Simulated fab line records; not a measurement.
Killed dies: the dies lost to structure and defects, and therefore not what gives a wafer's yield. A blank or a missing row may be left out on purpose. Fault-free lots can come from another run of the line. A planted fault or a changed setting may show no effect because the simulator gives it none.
Which tool was responsible?    flow n5Finfet    Sampling: 11 lots, 33 wafers, 2 of 1938 route steps

WHAT EACH GAUGE READ, for each wafer
N5_BEOL_M4_RC_MEAS_101.
lot   measured      on         DIBL_N (mV/V)   DIBL_P (mV/V)   IOFF_N (nA/um)  IOFF_P (nA/um)  ION_N (uA/um)  ION_P (uA/um)  SS_N (mV/dec)   SS_P (mV/dec)   VT_N (mV)    VT_P (mV)
L347  day 8 07:29   prober-01  35.8 33.8 35.6  35.9 32.6 34.7  0.15 0.11 0.15  0.24 0.19 0.22  678 659 672    477 464 470    71.1 70.3 71.3  73.3 72.6 72.8  249 253 248  -246 -251 -247
L348  day 8 11:39   prober-02  35.8 35.9 38.0  36.9 35.7 39.7  0.15 0.15 0.19  0.22 0.19 0.27  678 664 675    470 457 469    71.6 71.4 72.2  73.6 72.8 74.3  248 249 249  -250 -252 -249
L350  day 9 05:44   prober-01  38.3 35.9 36.2  35.2 32.5 33.4  0.17 0.13 0.13  0.21 0.18 0.19  679 662 671    465 458 460    71.6 71.3 71.5  73.2 71.8 72.3  248 248 251  -249 -251 -250
L351  day 9 08:32   prober-01  37.3 36.5 34.3  36.4 34.5 33.2  0.17 0.17 0.13  0.23 0.20 0.18  673 678 668    467 459 457    71.5 71.8 70.1  73.2 72.7 72.1  250 247 249  -247 -249 -250
L354  day 10 04:14  prober-01  37.7 35.6 35.2  38.2 36.0 35.4  0.22 0.17 0.16  0.30 0.24 0.24  675 685 667    464 471 466    71.6 71.0 70.4  74.1 73.0 73.9  245 245 250  -245 -248 -245
L363  day 12 09:08  prober-02  34.6 35.1 36.8  34.6 35.6 38.2  0.12 0.13 0.15  0.18 0.19 0.23  661 667 679    458 461 470    71.6 71.1 72.1  72.5 72.6 73.9  254 254 251  -253 -250 -250
L362  day 12 12:28  prober-02  34.2 33.3 36.3  33.8 32.6 36.6  0.13 0.13 0.17  0.18 0.17 0.23  647 657 665    455 459 457    70.6 70.6 72.2  72.7 72.4 73.4  253 251 248  -253 -251 -250
L367  day 13 06:59  prober-02  33.0 38.4 35.4  30.8 38.8 34.2  0.11 0.20 0.13  0.15 0.27 0.19  649 676 670    449 463 463    71.1 71.9 71.2  72.6 74.0 72.6  257 248 251  -254 -244 -249
L366  day 13 17:14  prober-02  40.5 37.6 38.3  38.1 34.2 34.9  0.21 0.15 0.16  0.27 0.20 0.20  666 660 653    462 462 457    71.8 71.4 71.7  73.7 72.6 72.8  246 250 251  -247 -250 -250
L368  day 14 11:01  prober-02  33.9 35.4 34.7  34.4 37.0 36.1  0.12 0.14 0.13  0.17 0.20 0.19  661 679 669    464 466 466    70.6 70.3 70.5  71.7 72.9 72.2  254 253 254  -253 -249 -252
L369  day 15 03:51  prober-02  38.7 36.5 34.7  39.5 37.2 35.7  0.20 0.16 0.13  0.25 0.22 0.20  694 679 661    469 470 465    72.4 72.2 71.4  73.6 73.4 72.2  244 250 252  -246 -247 -252

N5_BEOL_M15_THK_MEAS_50: measures by xrf.
lot   measured      on            M15_THK (nm)
L347  day 12 06:48  filmMetro-01  870 860 872
L348  day 12 06:39  filmMetro-01  829 825 847
L350  day 13 03:57  filmMetro-01  830 833 874
L351  day 13 08:14  filmMetro-01  837 836 834
L354  day 14 03:14  filmMetro-02  853 875 858
L363  day 16 00:28  filmMetro-02  833 832 832
L362  day 16 00:44  filmMetro-01  849 823 852
L367  day 16 21:44  filmMetro-01  862 831 820
L366  day 17 06:56  filmMetro-02  852 878 890
L368  day 18 01:55  filmMetro-02  841 803 836
L369  day 18 16:26  filmMetro-02  869 859 828

TOOL THAT RAN EACH LOT (tool first, then ch and the chambers of the sampled wafers, then the start)
The record holds no process step before these readings.

AS READ BY THE TOOLS THEMSELVES (means over the sampled wafers that have a number; for cases with no such wafer, the mark the record gives instead)
The record holds no such reading with a usual standard deviation.

THE ANSWER, worked out from the rows above alone
Rule: what is usual is taken from the lots themselves. Put in order of their means at a reading, lots are off if they are a third of the lots or fewer, leave a main group of 4 or more, and stand apart from it by a gap of 3 or more times the standard deviation of the main group's means; of several such gaps the widest counts. A main group whose means are all the same, to the digits that the tables above print for the reading, isn't used. A lot without any number at a reading at which 4 lots or more have one is off too. The other lots that the step has rows for count as sound. First the gauges in route order, then the tools' own readings, where a lot's mean is used as printed above. The first step at which some lot is off is used, and at that step the reading that is off furthest; a lot without a number counts as furthest.
Nothing can be told from this: no lot is off at any reading shown.

WHAT THE SIMULATOR HAD PUT IN
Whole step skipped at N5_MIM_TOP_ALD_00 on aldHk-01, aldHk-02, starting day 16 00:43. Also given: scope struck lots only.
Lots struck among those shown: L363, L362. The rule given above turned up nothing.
